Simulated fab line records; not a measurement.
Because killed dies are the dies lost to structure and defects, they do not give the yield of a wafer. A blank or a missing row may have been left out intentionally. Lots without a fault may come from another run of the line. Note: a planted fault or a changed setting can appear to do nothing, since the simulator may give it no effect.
fab line records	flow nand-harc
record: lots: 24	wafers: 72	last-day: 33
route steps=1302 shown A_BLC@1126 A_M1@1180 A_BONDPAD@1215 HYBRID_BOND@1237
lots that met no fault: from a run of the same line without faults
start-h: hours from the record's first day to the start of the lot's first wafer shown	wait-h: how many hours have passed since the lot's step before this one	" identical to the entry in the row above	L1.1+2: a row that stands for several wafers	- no value present, or no start provided	* or withheld: withheld	< > ~ a bound
route shown NAME@n: names a module that has steps shown in the file, with the first one's number in the route	usual: mean/standard deviation taken from wafers without a fault	same: alike in all rows	chamber/n: place in a boat	sites: the reading at each site	_std_site: the values' standard deviation	_edge_site: the outer-site mean with the inner-site mean subtracted	radius-mm: how far each site lies from the wafer's centre	mask NAME#n: copy n	behind: tool/chamber where the wafer was last shaped	hold: why the lot went on hold/how many hours it stayed there/how the hold came to an end	device: names the non-switching transistor (n, p or np)	end of line: tests of these same wafers at the route's end	for a step that has no rows: nothing shown but its recipe	killed: the dies lost at the first sort to structure and to defects; this is not the yield of the wafer	map: dies across one wafer; x = killed, . = not, _ = none there
set.NAME: the setting as run; set.NAME@STEP: as run at that earlier step	model.NAME: the simulator's own value behind a step, which no gauge read
steps of the route over a sample of lots; a table a step, a row a wafer
services: a tool's chamber out of use, with start hour (start-h, from the record's first day; less than 0 if before it), hours out, and reason
== steps ==
step: NHARC_A_BLC_STRIP_21
recipe: o2-flow-sccm: 500	ar-flow-sccm: 0	bias-w: 0	chemistry: O2
usual: drypump-motor-current-A: 6.0/0.44	oes-product-au: 1.002/0.014	rf-vpp-V: 57.8/0.85	showerhead-plenum-p-Torr: 3.52/0.16	throttle-valve-pct: 17.035/0.0089
lot.wafer	tool	chamber	start-h	wait-h	drypump-motor-current-A	oes-product-au	rf-hours-counter-h	rf-vpp-V	showerhead-plenum-p-Torr	throttle-valve-pct
L074.3	rie-diel-04	0	528.98	0.1	6.5	1.002	8	56.9	3.70	17.070
L074.4	"	2	"	"	6.5	1.015	8	56.8	3.44	17.034
L074.5	"	0	"	"	6.5	1.005	-	57.7	3.70	17.034
L075.4	rie-diel-07	3	542.91	0.1	6.2	0.998	6	57.3	3.59	17.031
L075.1	"	0	"	"	6.2	0.980	6	58.6	3.74	17.052
L075.5	"	2	"	"	5.7	1.012	-	56.8	3.29	17.029
L076.3	rie-diel-07	1	549.26	0.1	6.4	1.005	7	57.7	3.54	17.030
L076.1	"	3	"	"	6.1	0.997	7	58.5	3.59	17.026
L076.4	"	0	"	"	6.1	0.980	7	57.4	3.74	17.029
L078.1	rie-diel-07	1	554.96	0.1	6.4	0.999	8	58.2	3.54	17.022
L078.4	"	2	"	"	5.7	1.031	7	57.6	3.29	17.022
L078.6	"	1	"	"	6.4	0.998	-	57.2	3.54	17.033
L077.4	rie-diel-07	2	555.70	0.1	5.8	1.019	8	58.1	3.29	17.041
L077.2	"	1	"	"	6.4	1.004	8	58.2	3.54	17.039
L077.6	"	2	"	"	5.7	1.021	-	57.0	3.29	17.042
L079.1	rie-diel-07	1	561.17	0.1	6.4	1.009	8	55.0	3.54	17.028
L079.2	"	3	"	"	6.1	0.997	8	57.8	3.59	17.028
L079.6	"	2	"	"	5.8	1.028	-	57.5	3.29	17.037
L080.2	rie-diel-04	3	577.95	0.1	6.0	1.010	3	58.7	3.75	17.032
L080.1	"	0	"	"	6.4	1.009	2	57.5	3.70	17.040
L080.3	"	1	"	"	5.2	1.012	2	57.4	3.49	17.037
L081.1	rie-diel-04	2	580.84	0.1	6.5	1.001	3	58.7	3.44	17.034
L081.3	"	3	"	"	6.0	0.995	3	59.4	3.75	17.026
L081.5	"	0	"	"	6.4	0.994	-	58.5	3.70	17.028
L082.3	rie-diel-07	2	602.01	0.1	5.7	1.018	11	58.0	3.29	17.027
L082.4	"	3	"	"	6.2	0.991	12	57.9	3.59	17.047
L082.1	"	0	"	"	6.1	0.994	13	58.5	3.73	17.020
L083.2	rie-diel-07	1	624.63	0.1	6.4	1.010	14	58.5	3.53	17.030
L083.4	"	2	"	"	5.7	1.013	13	57.3	3.29	17.036
L083.5	"	1	"	"	6.4	1.007	-	58.9	3.53	17.029
L084.3	rie-diel-04	0	630.25	0.1	6.5	1.020	5	58.1	3.70	17.023
L084.1	"	2	"	"	6.5	1.008	6	57.1	3.43	17.050
L084.4	"	3	"	"	5.9	1.021	6	58.0	3.75	17.051
L085.2	rie-diel-07	2	631.78	0.1	5.8	1.017	14	56.6	3.29	17.045
L085.3	"	1	"	"	6.4	1.002	15	58.6	3.53	17.049
L085.6	"	3	"	"	6.1	0.984	-	59.8	3.58	17.044
L086.1	rie-diel-09	1	654.67	0.1	5.5	0.996	47	58.5	3.33	17.026
L086.6	"	3	"	"	4.8	1.005	-	57.2	3.50	17.043
L086.4	"	2	"	"	5.6	1.000	-	58.8	3.35	17.054
L087.1	rie-diel-07	1	658.06	0.1	6.4	1.006	0	56.9	3.53	17.037
L087.3	"	2	"	"	5.7	1.005	0	56.6	3.29	17.033
L087.4	"	0	"	"	6.2	0.990	0	58.6	3.73	17.037
L088.3	rie-diel-09	0	663.58	0.1	5.8	1.017	53	57.6	3.72	17.044
L088.4	"	1	"	"	5.5	0.994	52	56.9	3.33	17.042
L088.6	"	3	"	"	4.9	1.008	-	56.6	3.49	17.041
L089.1	rie-diel-07	2	669.77	0.1	5.8	0.980	2	57.9	3.29	17.021
L089.2	"	3	"	"	6.2	0.973	1	57.7	3.58	17.040
L089.6	"	2	"	"	5.7	0.975	-	58.3	3.29	17.037
L090.3	rie-diel-07	3	671.49	0.1	6.2	0.983	1	58.6	3.58	17.046
L090.4	"	0	"	"	6.1	1.002	1	57.5	3.73	17.041
L090.5	"	1	"	"	6.4	1.011	-	58.5	3.53	17.030
L091.1	rie-diel-07	2	688.00	0.1	5.8	0.998	3	56.8	3.29	17.038
L091.2	"	3	"	"	6.1	0.975	2	57.3	3.58	17.051
L091.6	"	2	"	"	5.8	0.986	-	56.6	3.29	17.026
L092.2	rie-diel-04	1	689.26	0.1	5.2	1.002	9	56.2	3.49	17.033
L092.1	"	3	"	"	5.9	1.001	10	58.7	3.74	17.039
L092.6	"	1	"	"	5.2	1.004	-	57.3	3.49	17.043
L093.1	rie-diel-04	2	703.86	0.1	6.5	1.013	12	57.1	3.43	17.015
L093.5	"	1	"	"	5.2	1.005	-	57.6	3.48	17.030
L093.6	"	2	"	"	6.5	1.024	-	58.1	3.43	17.027
L095.3	rie-diel-07	0	718.46	0.1	6.1	0.998	6	57.1	3.73	17.039
L095.1	"	1	"	"	6.4	1.003	6	57.6	3.53	17.041
L095.5	"	2	"	"	5.7	0.999	-	57.9	3.29	17.027
L096.4	rie-diel-07	3	720.10	0.1	6.2	0.978	6	57.5	3.58	17.039
L096.1	"	0	"	"	6.2	0.994	7	57.9	3.73	17.030
L096.2	"	1	"	"	6.4	1.000	7	57.9	3.53	17.031
L094.4	rie-diel-04	1	732.53	0.1	5.2	1.013	1	56.5	3.48	17.028
L094.1	"	3	"	"	6.0	1.029	1	59.5	3.74	17.037
L094.6	"	0	"	"	6.4	0.994	-	59.1	3.70	17.026
L097.1	rie-diel-04	1	744.91	0.1	5.2	1.000	1	57.6	3.48	17.034
L097.4	"	1	"	"	5.2	1.003	-	57.0	3.48	17.032
L097.6	"	2	"	"	6.5	0.994	-	57.2	3.43	17.028
step: NHARC_A_M1_OVL_MEAS_10
recipe: pitch-nm: 240
usual: overlay-x-nm: 0.1/0.86	overlay-y-nm: -0.2/0.92
lot.wafer	tool	chamber	start-h	wait-h	overlay-x-nm	overlay-y-nm
L074.3	overlay-01	-	535.80	-	-0.6	0.4
L074.4	"	-	"	"	-0.3	0.2
L074.5	"	-	"	"	-0.7	0.2
L075.1	overlay-02	-	549.64	-	-0.2	0.0
L075.4	"	-	"	"	0.0	0.1
L075.5	"	-	"	"	0.0	-0.5
L076.1	overlay-02	-	556.20	-	0.1	-0.8
L076.3	"	-	"	"	-0.1	-0.4
L076.4	"	-	"	"	-0.5	-1.2
L078.1	overlay-01	-	561.78	-	0.1	1.2
L078.4	"	-	"	"	0.4	0.6
L078.6	"	-	"	"	0.1	0.8
L077.2	overlay-02	-	562.46	-	1.9	-0.4
L077.4	"	-	"	"	2.0	0.1
L077.6	"	-	"	"	2.0	-0.4
L079.1	overlay-02	-	567.91	-	-0.1	0.5
L079.2	"	-	"	"	0.3	0.5
L079.6	"	-	"	"	0.4	0.3
L080.1	overlay-02	-	584.66	-	0.5	-0.8
L080.2	"	-	"	"	0.0	-0.9
L080.3	"	-	"	"	-0.1	-0.5
L081.1	overlay-01	-	587.66	-	0.8	0.2
L081.3	"	-	"	"	1.3	0.0
L081.5	"	-	"	"	1.0	-0.3
L082.1	overlay-01	-	608.96	-	0.3	0.9
L082.3	"	-	"	"	-0.2	0.5
L082.4	"	-	"	"	-0.8	0.8
L083.2	overlay-01	-	631.57	-	-0.6	1.3
L083.4	"	-	"	"	-0.4	1.0
L083.5	"	-	"	"	-0.2	0.5
L084.1	overlay-01	-	637.27	-	0.9	-0.8
L084.3	"	-	"	"	0.8	-0.4
L084.4	"	-	"	"	0.5	-1.1
L085.2	overlay-02	-	639.65	-	0.5	-0.7
L085.3	"	-	"	"	0.1	-1.4
L085.6	"	-	"	"	0.5	-0.9
L086.1	overlay-01	-	661.59	-	-0.7	-0.3
L086.4	"	-	"	"	0.0	-0.2
L086.6	"	-	"	"	-0.7	-0.2
L087.1	overlay-02	-	664.76	-	0.4	-1.4
L087.3	"	-	"	"	-0.3	-1.3
L087.4	"	-	"	"	-0.5	-1.3
L088.3	overlay-01	-	670.41	-	0.0	-2.2
L088.4	"	-	"	"	0.0	-2.1
L088.6	"	-	"	"	0.2	-1.6
L089.1	overlay-01	-	676.65	-	0.4	0.5
L089.2	"	-	"	"	0.7	0.4
L089.6	"	-	"	"	1.0	0.3
L090.3	overlay-02	-	678.75	-	-1.3	0.1
L090.4	"	-	"	"	-0.6	-0.3
L090.5	"	-	"	"	-0.7	-0.6
L091.1	overlay-02	-	695.16	-	-1.1	-0.8
L091.2	"	-	"	"	-1.3	-0.6
L091.6	"	-	"	"	-1.4	-0.6
L092.1	overlay-01	-	696.56	-	-1.2	-0.7
L092.2	"	-	"	"	-1.2	-0.6
L092.6	"	-	"	"	-0.7	-0.9
L093.1	overlay-01	-	710.56	-	-0.3	0.4
L093.5	"	-	"	"	-0.1	0.4
L093.6	"	-	"	"	0.1	-0.1
L095.1	overlay-02	-	725.52	-	1.6	-0.1
L095.3	"	-	"	"	1.6	-0.1
L095.5	"	-	"	"	1.4	0.4
L096.1	overlay-01	-	727.17	-	0.8	2.1
L096.2	"	-	"	"	0.7	2.8
L096.4	"	-	"	"	0.7	2.3
L094.1	overlay-01	-	739.52	-	-1.1	-0.6
L094.4	"	-	"	"	-1.7	-0.5
L094.6	"	-	"	"	-1.1	-0.8
L097.1	overlay-02	-	752.10	-	0.4	-1.6
L097.4	"	-	"	"	0.8	-0.6
L097.6	"	-	"	"	0.5	-0.8
step: NHARC_A_BONDPAD_CD_MEAS_09
recipe: target-cd-nm: 500	landing-energy-ev: 500
usual: cd-nm: 502.7/2.6
lot.wafer	tool	chamber	start-h	wait-h	cd-nm
L074.3	cd-sem-01	0	540.28	-	502.8
L074.4	"	0	"	"	503.1
L074.5	"	0	"	"	497.1
L075.1	cd-sem-02	0	554.13	-	504.0
L075.4	"	0	"	"	498.1
L075.5	"	0	"	"	503.5
L076.1	cd-sem-03	0	560.82	-	502.2
L076.3	"	0	"	"	502.3
L076.4	"	0	"	"	501.1
L078.1	cd-sem-03	0	566.41	-	503.9
L078.4	"	0	"	"	503.1
L078.6	"	0	"	"	500.0
L077.2	cd-sem-03	0	567.03	-	505.4
L077.4	"	0	"	"	503.3
L077.6	"	0	"	"	502.8
L079.1	cd-sem-03	0	572.38	-	501.1
L079.2	"	0	"	"	495.9
L079.6	"	0	"	"	500.0
L080.1	cd-sem-02	0	589.35	-	503.3
L080.2	"	0	"	"	505.0
L080.3	"	0	"	"	504.3
L081.1	cd-sem-03	0	592.39	-	507.5
L081.3	"	0	"	"	505.7
L081.5	"	0	"	"	505.0
L082.1	cd-sem-03	0	613.57	-	501.4
L082.3	"	0	"	"	501.7
L082.4	"	0	"	"	496.4
L083.2	cd-sem-02	0	637.27	-	502.7
L083.4	"	0	"	"	502.0
L083.5	"	0	"	"	497.4
L084.1	cd-sem-02	0	641.79	-	505.1
L084.3	"	0	"	"	502.2
L084.4	"	0	"	"	498.6
L085.2	cd-sem-02	0	644.27	-	505.1
L085.3	"	0	"	"	499.1
L085.6	"	0	"	"	502.4
L086.1	cd-sem-03	0	666.40	-	496.8
L086.4	"	0	"	"	502.9
L086.6	"	0	"	"	503.4
L087.1	cd-sem-03	0	669.25	-	500.2
L087.3	"	0	"	"	504.3
L087.4	"	0	"	"	503.9
L088.3	cd-sem-01	0	674.90	-	503.0
L088.4	"	0	"	"	502.5
L088.6	"	0	"	"	503.3
L089.1	cd-sem-03	0	681.43	-	504.6
L089.2	"	0	"	"	505.7
L089.6	"	0	"	"	503.2
L090.3	cd-sem-01	0	683.38	-	503.9
L090.4	"	0	"	"	503.3
L090.5	"	0	"	"	503.1
L091.1	cd-sem-03	0	699.79	-	505.0
L091.2	"	0	"	"	504.8
L091.6	"	0	"	"	499.6
L092.1	cd-sem-01	0	701.15	-	504.6
L092.2	"	0	"	"	505.2
L092.6	"	0	"	"	500.5
L093.1	cd-sem-03	0	715.15	-	505.4
L093.5	"	0	"	"	502.4
L093.6	"	0	"	"	505.0
L095.1	cd-sem-01	0	730.46	-	502.9
L095.3	"	0	"	"	504.4
L095.5	"	0	"	"	506.5
L096.1	cd-sem-01	0	731.63	-	504.8
L096.2	"	0	"	"	505.5
L096.4	"	0	"	"	499.7
L094.1	cd-sem-02	0	744.09	-	500.8
L094.4	"	0	"	"	501.4
L094.6	"	0	"	"	501.6
L097.1	cd-sem-01	0	756.73	-	503.4
L097.4	"	0	"	"	499.7
L097.6	"	0	"	"	502.5
step: NHARC_A_BONDPAD_CD_MEAS_13
usual: cd-nm: 502.2/2.8
lot.wafer	tool	chamber	start-h	wait-h	cd-nm
L074.3	cd-sem-01	-	540.81	-	502.0
L074.4	"	-	"	"	502.2
L074.5	"	-	"	"	495.1
L075.1	cd-sem-03	-	554.66	-	502.6
L075.4	"	-	"	"	496.7
L075.5	"	-	"	"	502.5
L076.1	cd-sem-03	-	561.35	-	500.0
L076.3	"	-	"	"	503.3
L076.4	"	-	"	"	501.9
L078.1	cd-sem-02	-	566.94	-	503.3
L078.4	"	-	"	"	501.7
L078.6	"	-	"	"	499.8
L077.2	cd-sem-03	-	567.56	-	504.7
L077.4	"	-	"	"	501.9
L077.6	"	-	"	"	500.6
L079.1	cd-sem-01	-	572.91	-	500.4
L079.2	"	-	"	"	493.1
L079.6	"	-	"	"	499.2
L080.1	cd-sem-03	-	589.88	-	501.6
L080.2	"	-	"	"	504.2
L080.3	"	-	"	"	503.7
L081.1	cd-sem-01	-	592.92	-	505.2
L081.3	"	-	"	"	503.8
L081.5	"	-	"	"	505.4
L082.1	cd-sem-01	-	614.10	-	499.5
L082.3	"	-	"	"	501.6
L082.4	"	-	"	"	495.0
L083.2	cd-sem-01	-	637.80	-	502.9
L083.4	"	-	"	"	502.7
L083.5	"	-	"	"	496.9
L084.1	cd-sem-02	-	642.32	-	504.8
L084.3	"	-	"	"	502.4
L084.4	"	-	"	"	499.7
L085.2	cd-sem-02	-	644.82	-	506.2
L085.3	"	-	"	"	498.8
L085.6	"	-	"	"	502.0
L086.1	cd-sem-03	-	666.93	-	497.8
L086.4	"	-	"	"	502.7
L086.6	"	-	"	"	502.4
L087.1	cd-sem-01	-	669.77	-	501.3
L087.3	"	-	"	"	503.2
L087.4	"	-	"	"	503.0
L088.3	cd-sem-01	-	675.43	-	502.1
L088.4	"	-	"	"	501.5
L088.6	"	-	"	"	503.1
L089.1	cd-sem-01	-	681.96	-	505.2
L089.2	"	-	"	"	505.7
L089.6	"	-	"	"	504.3
L090.3	cd-sem-02	-	683.90	-	503.6
L090.4	"	-	"	"	503.8
L090.5	"	-	"	"	501.1
L091.1	cd-sem-03	-	700.32	-	504.7
L091.2	"	-	"	"	505.6
L091.6	"	-	"	"	498.2
L092.1	cd-sem-01	-	701.68	-	503.5
L092.2	"	-	"	"	505.5
L092.6	"	-	"	"	498.5
L093.1	cd-sem-01	-	715.68	-	505.4
L093.5	"	-	"	"	502.1
L093.6	"	-	"	"	504.0
L095.1	cd-sem-03	-	730.98	-	501.0
L095.3	"	-	"	"	504.8
L095.5	"	-	"	"	507.8
L096.1	cd-sem-02	-	732.16	-	504.3
L096.2	"	-	"	"	505.7
L096.4	"	-	"	"	499.5
L094.1	cd-sem-02	-	744.66	-	498.3
L094.4	"	-	"	"	500.6
L094.6	"	-	"	"	500.2
L097.1	cd-sem-02	-	757.27	-	504.1
L097.4	"	-	"	"	498.4
L097.6	"	-	"	"	501.7
step: NHARC_A_BONDPAD_INSPECT_23
usual: raw-defect-count: 545/120
lot.wafer	tool	chamber	start-h	wait-h	raw-defect-count
L074.3	defect-inspect-02	-	543.05	0.0	725
L074.4	"	-	"	"	1075
L074.5	"	-	"	"	848
L075.1	defect-inspect-01	-	557.20	0.0	448
L075.4	"	-	"	"	482
L075.5	"	-	"	"	431
L076.1	defect-inspect-02	-	563.72	0.0	457
L076.3	"	-	"	"	441
L076.4	"	-	"	"	377
L078.1	defect-inspect-01	-	569.18	0.0	431
L078.4	"	-	"	"	550
L078.6	"	-	"	"	560
L077.2	defect-inspect-01	-	569.82	0.0	654
L077.4	"	-	"	"	472
L077.6	"	-	"	"	434
L079.1	defect-inspect-02	-	575.19	0.0	671
L079.2	"	-	"	"	566
L079.6	"	-	"	"	686
L080.1	defect-inspect-01	-	592.15	0.0	472
L080.2	"	-	"	"	676
L080.3	"	-	"	"	551
L081.1	defect-inspect-01	-	595.32	0.0	480
L081.3	"	-	"	"	356
L081.5	"	-	"	"	502
L082.1	defect-inspect-02	-	616.35	0.0	458
L082.3	"	-	"	"	439
L082.4	"	-	"	"	598
L083.2	defect-inspect-01	-	640.05	0.0	561
L083.4	"	-	"	"	468
L083.5	"	-	"	"	513
L084.1	defect-inspect-01	-	644.57	0.0	458
L084.3	"	-	"	"	506
L084.4	"	-	"	"	450
L085.2	defect-inspect-01	-	647.13	0.0	510
L085.3	"	-	"	"	652
L085.6	"	-	"	"	610
L086.1	defect-inspect-02	-	669.29	0.0	612
L086.4	"	-	"	"	875
L086.6	"	-	"	"	747
L087.1	defect-inspect-02	-	672.05	0.0	840
L087.3	"	-	"	"	731
L087.4	"	-	"	"	719
L088.3	defect-inspect-02	-	677.70	0.0	615
L088.4	"	-	"	"	496
L088.6	"	-	"	"	495
L089.1	defect-inspect-02	-	684.19	0.0	591
L089.2	"	-	"	"	492
L089.6	"	-	"	"	512
L090.3	defect-inspect-02	-	686.22	0.0	350
L090.4	"	-	"	"	393
L090.5	"	-	"	"	418
L091.1	defect-inspect-01	-	702.61	0.0	688
L091.2	"	-	"	"	508
L091.6	"	-	"	"	706
L092.1	defect-inspect-02	-	703.97	0.0	617
L092.2	"	-	"	"	617
L092.6	"	-	"	"	684
L093.1	defect-inspect-01	-	718.02	0.0	517
L093.5	"	-	"	"	503
L093.6	"	-	"	"	406
L095.1	defect-inspect-02	-	733.26	0.0	730
L095.3	"	-	"	"	571
L095.5	"	-	"	"	623
L096.1	defect-inspect-01	-	734.42	0.0	368
L096.2	"	-	"	"	476
L096.4	"	-	"	"	397
L094.1	defect-inspect-01	-	746.94	0.0	528
L094.4	"	-	"	"	538
L094.6	"	-	"	"	443
L097.1	defect-inspect-01	-	759.50	0.0	547
L097.4	"	-	"	"	497
L097.6	"	-	"	"	488
step: NHARC_HYBRID_BOND_ACTIVATE_00
recipe: time-s: 60	n2-flow-sccm: 200	ar-flow-sccm: 0	bias-power-w: 0	chemistry: N2
usual: drypump-motor-current-A: 6.0/0.39	oes-product-au: 1.000/0.014	rf-vpp-V: 64.0/1	showerhead-plenum-p-Torr: 1.77/0.091
lot.wafer	tool	chamber	start-h	wait-h	drypump-motor-current-A	oes-product-au	rf-hours-counter-h	rf-vpp-V	showerhead-plenum-p-Torr
L074.3	rie-diel-06	1	543.14	0.1	4.9	1.018	20	63.5	1.70
L074.4	"	2	"	"	5.7	0.996	18	65.5	1.89
L074.5	"	0	"	"	5.4	1.001	-	65.5	1.87
L075.1	rie-diel-07	3	557.29	0.1	6.2	1.000	8	64.5	1.80
L075.4	"	0	"	"	6.1	0.996	8	63.8	1.88
L075.5	"	1	"	"	6.4	1.001	-	64.8	1.77
L076.4	rie-diel-09	1	563.78	0.1	5.5	0.992	16	63.7	1.67
L076.3	"	3	"	"	4.9	1.001	23	63.0	1.76
L076.1	"	0	"	"	5.8	1.012	20	64.8	1.88
L078.4	rie-diel-07	0	569.26	0.1	6.1	0.987	9	63.1	1.88
L078.1	"	1	"	"	6.4	1.009	9	65.3	1.77
L078.6	"	2	"	"	5.7	1.019	-	63.6	1.64
L077.2	rie-diel-07	2	569.90	0.1	5.7	1.012	8	63.8	1.64
L077.4	"	3	"	"	6.1	0.984	9	64.2	1.80
L077.6	"	1	"	"	6.4	1.002	-	64.5	1.77
L079.1	rie-diel-07	3	575.25	0.1	6.1	0.991	10	64.0	1.80
L079.2	"	0	"	"	6.1	0.983	10	65.5	1.88
L079.6	"	3	"	"	6.1	0.993	-	62.8	1.80
L080.3	rie-diel-07	2	592.21	0.1	5.7	1.015	11	62.5	1.64
L080.1	"	3	"	"	6.1	0.991	12	64.7	1.80
L080.2	"	1	"	"	6.4	0.999	11	63.5	1.77
L081.1	rie-diel-07	0	595.38	0.1	6.1	0.989	12	64.9	1.88
L081.3	"	3	"	"	6.1	0.983	12	64.7	1.80
L081.5	"	0	"	"	6.1	0.993	-	63.9	1.88
L082.1	rie-diel-07	3	616.43	0.1	6.1	0.999	13	65.0	1.80
L082.4	"	0	"	"	6.1	0.993	14	65.5	1.88
L082.3	"	1	"	"	6.4	1.015	13	63.5	1.77
L083.2	rie-diel-07	0	640.11	0.1	6.1	0.995	16	64.4	1.88
L083.5	"	0	"	"	6.1	0.994	-	64.3	1.88
L083.4	"	2	"	"	5.7	1.018	-	64.5	1.64
L084.3	rie-diel-07	1	644.63	0.1	6.4	0.997	16	65.1	1.77
L084.1	"	2	"	"	5.7	1.024	15	63.9	1.64
L084.4	"	1	"	"	6.4	1.010	-	62.7	1.77
L085.3	rie-diel-07	2	647.20	0.1	5.7	1.012	15	63.8	1.64
L085.2	"	0	"	"	6.1	0.986	17	64.9	1.88
L085.6	"	1	"	"	6.4	1.001	-	64.8	1.77
L086.1	rie-diel-07	2	669.38	0.1	5.7	0.994	2	63.2	1.64
L086.4	"	3	"	"	6.2	0.979	1	64.1	1.80
L086.6	"	1	"	"	6.4	1.003	-	64.3	1.77
L087.1	rie-diel-07	0	672.11	0.1	6.1	0.998	1	65.0	1.88
L087.4	"	1	"	"	6.4	0.999	2	64.3	1.77
L087.3	"	2	"	"	5.8	0.985	2	62.0	1.64
L088.4	rie-diel-07	1	677.76	0.1	6.4	0.996	2	63.6	1.77
L088.3	"	0	"	"	6.1	0.992	2	64.5	1.88
L088.6	"	2	"	"	5.7	0.987	-	64.0	1.64
L089.1	rie-diel-07	2	684.27	0.1	5.7	0.996	2	63.5	1.64
L089.2	"	0	"	"	6.1	0.990	2	64.2	1.88
L089.6	"	2	"	"	5.7	0.982	-	65.3	1.64
L090.4	rie-diel-07	3	686.29	0.1	6.1	0.968	2	65.3	1.80
L090.3	"	1	"	"	6.4	0.998	2	62.9	1.77
L090.5	"	2	"	"	5.7	0.993	-	63.5	1.64
L091.1	rie-diel-07	2	702.68	0.1	5.7	0.994	4	62.2	1.64
L091.2	"	3	"	"	6.1	0.982	4	63.3	1.80
L091.6	"	1	"	"	6.4	1.022	-	65.0	1.77
L092.1	rie-diel-07	0	704.03	0.1	6.1	0.997	4	64.6	1.88
L092.2	"	1	"	"	6.4	1.016	5	65.7	1.77
L092.6	"	1	"	"	6.4	1.008	-	63.1	1.77
L093.1	rie-diel-06	0	718.10	0.1	5.4	0.974	17	64.1	1.86
L093.5	"	2	"	"	5.7	1.006	-	64.1	1.87
L093.6	"	3	"	"	5.4	1.016	-	62.9	1.88
L095.3	rie-diel-09	1	733.35	0.1	5.5	1.016	16	65.2	1.65
L095.1	"	2	"	"	5.6	1.008	14	63.4	1.66
L095.5	"	0	"	"	5.8	1.021	-	64.5	1.86
L096.1	rie-diel-07	0	734.49	0.1	6.1	0.992	7	64.6	1.87
L096.2	"	1	"	"	6.4	1.008	7	65.0	1.77
L096.4	"	2	"	"	5.7	0.992	-	63.6	1.63
L094.4	rie-diel-07	0	747.03	0.1	6.1	1.001	8	64.7	1.87
L094.1	"	1	"	"	6.4	1.007	8	63.1	1.77
L094.6	"	3	"	"	6.1	0.994	-	64.4	1.79
L097.1	rie-diel-06	1	759.58	0.1	4.8	1.026	32	63.4	1.68
L097.4	"	2	"	"	5.7	1.008	33	63.4	1.87
L097.6	"	3	"	"	5.4	1.024	-	64.4	1.87
== services ==
tool	chamber	start-h	hours	kind
rie-diel-06	3	508.98	12.6	repair
rie-diel-07	0	529.24	-	clean
rie-diel-07	1	529.24	-	clean
rie-diel-07	2	529.24	-	clean
rie-diel-07	3	529.24	-	clean
rie-diel-04	-	531.91	9.0	pm
rie-diel-04	1	589.22	7.0	repair
rie-diel-06	-	597.52	0.5	repair
rie-diel-04	0	608.27	10.2	repair
rie-diel-09	3	625.28	1.3	repair
rie-diel-09	1	628.15	7.3	repair
rie-diel-07	3	635.06	9.8	repair
rie-diel-04	2	643.02	8.9	repair
rie-diel-07	-	648.24	9.0	pm
rie-diel-09	0	648.30	13.2	repair
rie-diel-06	-	661.44	9.0	pm
rie-diel-09	2	671.09	3.9	repair
rie-diel-09	-	676.72	9.0	pm
rie-diel-09	0	703.28	4.1	repair
rie-diel-04	-	708.91	9.0	pm
rie-diel-06	0	731.21	4.4	repair
rie-diel-07	3	733.87	9.2	repair
rie-diel-04	0	741.36	4.0	repair
rie-diel-07	1	751.42	5.9	repair
== key ==
fault none
